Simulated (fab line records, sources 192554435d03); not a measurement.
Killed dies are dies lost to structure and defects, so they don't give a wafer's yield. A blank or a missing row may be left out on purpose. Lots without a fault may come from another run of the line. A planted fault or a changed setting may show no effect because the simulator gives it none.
Split-lot experiment | flow n5_finfet | 7 lots, 39 wafers read, on a route of 1938 steps

THE SPLIT
At N5_DUMMY_GATE_ETCH_31 (etches SiO2 in C4F6/O2, target depth 82.5 nm, time 27.5 s), the setting target_depth_a was moved away from the recipe's 825 angstrom on 12 of the 39 wafers read, by -12.4% to +10.7%. The other wafers ran this setting at the recipe's value.

The reading is taken at the split's own step.

THE READING
SOC_of_DUMMY_GATE_COAT_34.thk_nm (the simulator's own value, which no gauge read), in nm, at N5_DUMMY_GATE_ETCH_31 (etches SiO2 in C4F6/O2, target depth 82.5 nm, time 27.5 s). The file gives no usual value for it. The 27 wafers here that ran the recipe average 51.7 nm, standard deviation 0.27 nm.

wafer  | tool, chamber at the split | target_depth_a as run, angstrom | against the recipe | SOC_of_DUMMY_GATE_COAT_34.thk_nm, nm | against lot-mates on the recipe
L074.1 | rie_diel-05, 0             | 825                             | recipe             | 51.8                                 | -
L074.2 | rie_diel-05, 3             | 825                             | recipe             | 51.8                                 | -
L074.3 | rie_diel-05, 2             | 825                             | recipe             | 51.6                                 | -
L074.4 | rie_diel-05, 1             | 825                             | recipe             | 51.6                                 | -
L074.5 | rie_diel-05, 3             | 825                             | recipe             | 51.8                                 | -
L074.6 | rie_diel-05, 0             | 825                             | recipe             | 52                                   | -
L078.1 | rie_diel-04, 1             | 825                             | recipe             | 51.4                                 | -
L078.2 | rie_diel-04, 0             | 783.4                           | -5.0%              | 51.8                                 | +0.5
L078.3 | rie_diel-04, 2             | 783.4                           | -5.0%              | 52.4                                 | +1.1
L078.4 | rie_diel-04, 2             | 783.4                           | -5.0%              | 52.2                                 | +0.9
L078.5 | rie_diel-04, 1             | 825                             | recipe             | 51.2                                 | -
L078.6 | rie_diel-04, 0             | 825                             | recipe             | 51.4                                 | -
L083.1 | rie_diel-05, 0             | 825                             | recipe             | 51.2                                 | -
L083.2 | rie_diel-05, 2             | 825                             | recipe             | 51.2                                 | -
L083.4 | rie_diel-05, 1             | 825                             | recipe             | 51.2                                 | -
L084.1 | rie_diel-05, 3             | 722.9                           | -12.4%             | 52.8                                 | +1.0
L084.2 | rie_diel-05, 1             | 825                             | recipe             | 51.6                                 | -
L084.3 | rie_diel-05, 0             | 825                             | recipe             | 51.8                                 | -
L084.4 | rie_diel-05, 2             | 722.9                           | -12.4%             | 52.8                                 | +1.0
L084.5 | rie_diel-05, 0             | 825                             | recipe             | 52                                   | -
L084.6 | rie_diel-05, 1             | 722.9                           | -12.4%             | 52.8                                 | +1.0
L087.1 | rie_diel-05, 0             | 825                             | recipe             | 51.6                                 | -
L087.2 | rie_diel-05, 3             | 913.5                           | +10.7%             | 50.8                                 | -0.9
L087.3 | rie_diel-05, 2             | 913.5                           | +10.7%             | 50.8                                 | -0.9
L087.4 | rie_diel-05, 1             | 825                             | recipe             | 51.8                                 | -
L087.5 | rie_diel-05, 0             | 825                             | recipe             | 51.8                                 | -
L087.6 | rie_diel-05, 1             | 913.5                           | +10.7%             | 51                                   | -0.7
L089.1 | rie_diel-04, 0             | 890.6                           | +8.0%              | 51.2                                 | -0.7
L089.2 | rie_diel-04, 3             | 890.6                           | +8.0%              | 51.2                                 | -0.7
L089.3 | rie_diel-04, 1             | 825                             | recipe             | 51.8                                 | -
L089.4 | rie_diel-04, 2             | 825                             | recipe             | 52.2                                 | -
L089.5 | rie_diel-04, 1             | 825                             | recipe             | 51.8                                 | -
L089.6 | rie_diel-04, 0             | 890.6                           | +8.0%              | 51.2                                 | -0.7
L094.1 | rie_diel-03, 3             | 825                             | recipe             | 51.8                                 | -
L094.2 | rie_diel-03, 2             | 825                             | recipe             | 52                                   | -
L094.3 | rie_diel-03, 1             | 825                             | recipe             | 51.8                                 | -
L094.4 | rie_diel-03, 0             | 825                             | recipe             | 52                                   | -
L094.5 | rie_diel-03, 2             | 825                             | recipe             | 51.8                                 | -
L094.6 | rie_diel-03, 3             | 825                             | recipe             | 51.8                                 | -

THE FIT
A straight line over all 39 wafers: SOC_of_DUMMY_GATE_COAT_34.thk_nm changes by -0.0805 nm for each +1% of target_depth_a; r = -0.87; the points scatter about the line by 0.25 nm.
The same after taking each lot's own level away (the mean of its wafers on the recipe; 39 wafers): -0.0885 nm for each +1%; r = -0.94; scatter 0.17 nm.
On that fit, the largest move of target_depth_a shifts the reading by 1.1 nm.
The lots' own levels span 51.20 to 51.93 nm, that is 2.7 times the standard deviation above.
So the lot-to-lot level changes the slope little: the two slopes agree.
Check: with one of the wafers moved furthest among these (-12.4%) left out of the fit, the line predicts +1.14 nm for it against its lot-mates. It came out at +1 nm against them.

OTHER SPLITS ON THESE WAFERS
These wafers also went through other splits before the reading. Each is held against what the fit with the lots' levels taken away leaves over:
other split on the same wafers  | wafers away from the commonest value | r with SOC_of_DUMMY_GATE_COAT_34.thk_nm (lot level and that fit taken away)
N5_DUMMY_GATE_CVD_03 temp_c     | 33                                   | +0.08
N5_DUMMY_GATE_EXPOSE_12 dose_mj | 15                                   | -0.01

THE WHOLE CHAIN: every reading that the file lists as answering this split, in the file's order
step                  | what it does                                              | reading                                                                           | change (the file's fit)                | r (the file's)
N5_DUMMY_GATE_ETCH_31 | etches SiO2 in C4F6/O2, target depth 82.5 nm, time 27.5 s | etch.depth_nm (the simulator's own value, which no gauge read)                    | +0.854 nm for each +1% of the setting  | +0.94
N5_DUMMY_GATE_ETCH_31 | etches SiO2 in C4F6/O2, target depth 82.5 nm, time 27.5 s | SOC_of_DUMMY_GATE_COAT_34.thk_nm (the simulator's own value, which no gauge read) | -0.0884 nm for each +1% of the setting | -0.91

THE FILE'S OWN FIT
SOC_of_DUMMY_GATE_COAT_34.thk_nm changes by -0.0884 nm for each +1% of target_depth_a, r = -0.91.
